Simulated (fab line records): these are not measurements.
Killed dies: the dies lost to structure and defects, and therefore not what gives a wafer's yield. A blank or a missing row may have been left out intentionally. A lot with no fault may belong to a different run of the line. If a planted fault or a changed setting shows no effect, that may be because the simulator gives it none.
Comparing a struck lot with a sound one + flow n5 finfet + 41 out of 1938 route steps
Sound: these wafers, L710.1, L710.2, L710.5. Wafers struck: L720.4, L720.6. The cause comes at the end.
At each step with rows: each side's tool, then ch and its chambers, then its first start. Under that, the readings that differ: sound wafers + struck wafers + difference of the means + sigmas: that difference in standard deviations of wafers without a fault.
alike: readings whose means differ by less than 2 such deviations, and words and numbers that are the same on both sides. not compared: withheld readings, readings that some wafer has no value for, bounds like >300 that may hide the same value, and numbers for which the record gives no deviation and whose values overlap.
A row with sigmas, a row that says differs or no value, or rows on one side alone: a step with any of these is where the two part. Numbers that don't overlap but have no deviation are shown without sigmas and don't part them. A reading that every wafer of one side lacks parts them only if that side has two wafers or more.

first, 12 steps without rows for these wafers: N5_HKMG_FIN_STRIP_33 (strips in N2/H2); N5_HKMG_FIN_STRIP_34 (strips in CF4); N5_HKMG_FIN_ETCH_35 (etches SOC in N2/H2, target depth 215.8 nm, time 243.4 s); N5_HKMG_FIN_STRIP_92 (strips SOC in N2/H2, time 20 s); N5_HKMG_FIN_WET_ETCH_18 (etches TiN in SC1, time 55 s, target depth 5.2 nm, rinse time 30 s); N5_HKMG_FIN_STRIP_19 (strips in N2/H2, time 360 s); N5_HKMG_FIN_ALD_91 (deposits TiN, target thk 1 nm, pulse time 1 s, purge time 3 s); N5_HKMG_FIN_COAT_85 (time 60 s, resist thk 300 nm); N5_HKMG_FIN_ETCH_86 (etches SOC in N2/H2, stops on TiN, target depth 393.2 nm); N5_HKMG_FIN_STRIP_89 (strips SOC in N2/H2, time 20 s); N5_HKMG_FIN_WET_ETCH_87 (etches TiN in SC1, time 154.2 s, target depth 4.7 nm, rinse time 30 s); N5_HKMG_FIN_STRIP_88 (strips in N2/H2, time 360 s).
N5_HKMG_FIN_NWFM_ALD_20: deposits TiAlC, target thk 2 nm, pulse time 3 s, purge time 2 s.
  sound on ald metal-02 ch 1,2, day 4 16:34; struck on ald metal-02 ch 0,3, day 7 03:04
| reading                                         | sound | struck  | difference | sigmas |
|-------------------------------------------------|-------|---------|------------|--------|
| ald cycles                                      | 7 7 7 | 9 9     | +2         |        |
| model.TiAlC_of_HKMG_FIN_NWFM_ALD_20.thk nm (nm) | 2 2 2 | 2.6 2.6 | +0.6       |        |
  alike: heater power w, precursor pulse height rel
then, 26 steps without rows for these wafers: N5_HKMG_FIN_ALD_71 (deposits TiN, target thk 1 nm, pulse time 1 s, purge time 3 s); N5_HKMG_FIN_COAT_66 (time 60 s, resist thk 300 nm); N5_HKMG_FIN_ETCH_67 (etches SOC in N2/H2, stops on TiN, target depth 388.9 nm); N5_HKMG_FIN_STRIP_90 (strips SOC in N2/H2, time 20 s); N5_HKMG_FIN_WET_ETCH_73 (etches the open film in SC1, time 42.3 s, target depth 1.3 nm, rinse time 30 s); N5_HKMG_FIN_ETCHBACK_68 (etches the open film in Cl2/Ar, stops on HfO2, target depth 0.5 nm); N5_HKMG_FIN_STRIP_69 (strips in N2/H2, time 360 s); N5_HKMG_FIN_ALD_21 (deposits TiN, target thk 1.5 nm, pulse time 1 s, purge time 3 s); N5_HKMG_FIN_ALD_72 (deposits W, target thk 2 nm, pulse time 1 s, purge time 2 s); N5_HKMG_FIN_W_FILL_22 (material W, target thk 60 nm, time 18.2 s); N5_HKMG_FIN_PRECLEAN_83 (cleans in DIW, time 57.5 s); N5_HKMG_FIN_SRD_84 (dry time 32 s); N5_HKMG_FIN_CMP_23 (polishes, stops on SiNx, t overpolish 10 s, target thk 46.326 nm); N5_HKMG_FIN_CMP_94 (polishes, stops on SiNx, t overpolish 4.7 s, target thk 43.299 nm); N5_GATE_CUT_ETCHBACK_00 (etches W in SF6/Cl2); N5_GATE_CUT_ETCH_56 (etches TiN in Cl2/Ar, target depth 21.6 nm); N5_GATE_CUT_ETCHBACK_30 (etches TiN in Cl2/Ar, target depth 3 nm); N5_GATE_CUT_VAPOR_ETCH_60 (etches HfO2 in BCl3/Cl2); N5_GATE_CUT_ETCH_58 (etches SiNx in CH3F/O2, target depth 17 nm, time 128.6 s); N5_GATE_CUT_STRIP_59 (strips in N2/H2, time 20 s); N5_GATE_CUT_PRECLEAN_31 (cleans in DIW, time 300 s); N5_GATE_CUT_SRD_32 (time 30 s); N5_GATE_CUT_SAC_CAP_01 (material SiNx, target thk 24 nm, pulse time 1 s, ald cycles 480); N5_GATE_CUT_PECVD_57 (deposits SiNx from SiH4/NH3/N2, target thk 21 nm); N5_GATE_CUT_CMP_02 (polishes, stops on SiO2, t overpolish 12.7 s, target thk 0 nm); N5_GATE_CUT_HM_DEP_46 (deposits SiO2 from TEOS/O2, target thk 130 nm, time 26.6 s).
-- a jump in the record: the struck wafers' starts before and after are 3 days apart (it breaks off in module GATE_CUT and resumes in module BEOL_M4, where the first step shown is number 1111 of the route) --
N5_BEOL_M4_RC_MEAS_101:
  sound on prober-02 ch 0, day 8 07:54; struck on prober-01 ch 0, day 10 12:11
| reading             | sound                   | struck            | difference | sigmas |
|---------------------|-------------------------|-------------------|------------|--------|
| DIBL_N (mV/V)       | 35.7 36.2 30.8          | 41.9 38.9         | +6.2       | +3     |
| DIBL_P (mV/V)       | 34.7 37.0 30.5          | 42.7 40.5         | +7.5       | +3     |
| IOFF_N (nA/um)      | 0.15 0.16 0.09          | 0.95 0.73         | +0.71      | +14    |
| IOFF_N_85C (nA/um)  | 3.0 3.1 1.9             | 14.0 11.3         | +10.0      | +12    |
| IOFF_N_LIN (nA/um)  | 0.069 0.075 0.047       | 0.397 0.319       | +0.294     | +16    |
| IOFF_N_LONG (nA/um) | 5.5e-05 5.5e-05 5.4e-05 | 0.000152 0.000152 | +0.000097  | +30    |
| ION_N (uA/um)       | 672 692 675             | 787 776           | +102       | +6     |
| SS_N (mV/dec)       | 71.4 71.0 69.7          | 72.8 72.2         | +1.8       | +2     |
| SS_P (mV/dec)       | 72.3 73.2 71.3          | 75.6 73.4         | +2.2       | +3     |
| VT_N (mV)           | 250 249 257             | 210 209           | -42        | -10    |
| VT_N_LONG (mV)      | 277.7 274.7 275.0       | 240.7 239.8       | -35.6      | -19    |
| VT_N_LVT (mV)       | 97 96 103               | 55 59             | -42        | -9     |
| VT_P_LONG (mV)      | -277 -272 -272          | -285 -286         | -12        | -4     |
  alike: IOFF_P, ION_P, VT_P
-- here the record skips 4 days between the struck wafers' starts before and after, leaving off in module BEOL_M4 and picking up in module PASSIVATION (first step shown: number 1936 of the route) --
N5_PASSIVATION_PROBE_49:
  rows exist in the record for the struck wafers here (prober-02, day 14 16:36), but not for the sound ones

## WHERE THEY PART
At N5_BEOL_M4_RC_MEAS_101 first; at N5_PASSIVATION_PROBE_49 last (within this record only).

WHY: the cause the simulator had injected
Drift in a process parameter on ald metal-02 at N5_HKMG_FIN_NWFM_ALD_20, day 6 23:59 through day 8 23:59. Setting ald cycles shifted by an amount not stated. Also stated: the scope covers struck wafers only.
